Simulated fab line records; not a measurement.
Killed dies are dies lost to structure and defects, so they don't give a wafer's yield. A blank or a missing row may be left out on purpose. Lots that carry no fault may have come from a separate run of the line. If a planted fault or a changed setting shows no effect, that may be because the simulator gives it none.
Chamber matching + flow nand_harc + NHARC_A_CONTACT_ETCH_92 on rie_diel-12 has 4 sister chambers
The step etches the open film in CH3F/O2, target depth 40 nm, time 85.7 s. 16 wafers are shown with their chamber, then 8 later ones without.

WAFERS PAIRED WITH THEIR CHAMBERS
| wafer  | chamber | drypump_motor_current_A (A) | showerhead_plenum_p_Torr (Torr) | rf_vpp_V (V) |
|--------|---------|-----------------------------|---------------------------------|--------------|
| L659.1 | 3       | 6.6                         | 2.52                            | 244.2        |
| L659.5 | 1       | 5.7                         | 2.58                            | 244.5        |
| L659.6 | 0       | 6.1                         | 2.46                            | 245.2        |
| L662.1 | 2       | 5.6                         | 2.44                            | 244.2        |
| L662.2 | 3       | 6.6                         | 2.52                            | 245.4        |
| L662.6 | 3       | 6.6                         | 2.52                            | 245.9        |
| L663.1 | 1       | 5.7                         | 2.57                            | 245.8        |
| L663.2 | 0       | 6.0                         | 2.46                            | 243.4        |
| L663.6 | 1       | 5.7                         | 2.57                            | 244.6        |
| L665.1 | 3       | 6.6                         | 2.52                            | 245.7        |
| L665.5 | 1       | 5.7                         | 2.57                            | 244.7        |
| L665.6 | 0       | 6.0                         | 2.45                            | 243.4        |
| L676.2 | 3       | 6.6                         | 2.51                            | 245.2        |
| L676.3 | 2       | 5.6                         | 2.43                            | 243.9        |
| L676.4 | 1       | 5.7                         | 2.56                            | 245.8        |
| L678.1 | 2       | 5.6                         | 2.43                            | 242.9        |

SIGNATURES (averages over the wafers above)
| reading                  | chamber 0 | chamber 1 | chamber 2 | chamber 3 | scatter within a chamber |
|--------------------------|-----------|-----------|-----------|-----------|--------------------------|
| drypump_motor_current_A  | 6.033     | 5.700     | 5.600     | 6.600     | 0.0236                   |
| showerhead_plenum_p_Torr | 2.4567    | 2.5700    | 2.4333    | 2.5180    | 0.00587                  |
| rf_vpp_V                 | 244.000   | 245.080   | 243.667   | 245.280   | 0.741                    |
Rule: distance of a wafer from a chamber = root of the sum over the readings of ((wafer's reading minus chamber's mean) / reading's scatter) squared. The wafer belongs to the nearest chamber; if the next one is less than 2 further off, it can't be placed. The scatter: take each reading less its chamber's mean, square it, sum over the shown wafers, divide by the number of wafers less the number of chambers, and take the root.

WAFERS WITH NO CHAMBER GIVEN
| wafer  | drypump_motor_current_A (A) | showerhead_plenum_p_Torr (Torr) | rf_vpp_V (V) |
|--------|-----------------------------|---------------------------------|--------------|
| L678.5 | 5.6                         | 2.43                            | 244.1        |
| L678.6 | 6.5                         | 2.51                            | 246.2        |
| L680.1 | 5.6                         | 2.43                            | 243.7        |
| L680.5 | 5.6                         | 2.43                            | 243.8        |
| L680.6 | 6.0                         | 2.44                            | 243.4        |
| L681.2 | 5.6                         | 2.43                            | 242.4        |
| L681.4 | 6.1                         | 2.44                            | 243.6        |
| L681.6 | 6.5                         | 2.51                            | 244.4        |

THE CHAMBER EACH PASSED THROUGH
| wafer  | from the rows above | in truth |
|--------|---------------------|----------|
| L678.5 | 2                   | 2        |
| L678.6 | 3                   | 3        |
| L680.1 | 2                   | 2        |
| L680.5 | 2                   | 2        |
| L680.6 | 0                   | 0        |
| L681.2 | 2                   | 2        |
| L681.4 | 0                   | 0        |
| L681.6 | 3                   | 3        |
8 of 8 placed correctly. Not placeable from these rows: 0. Wrongly placed: 0.
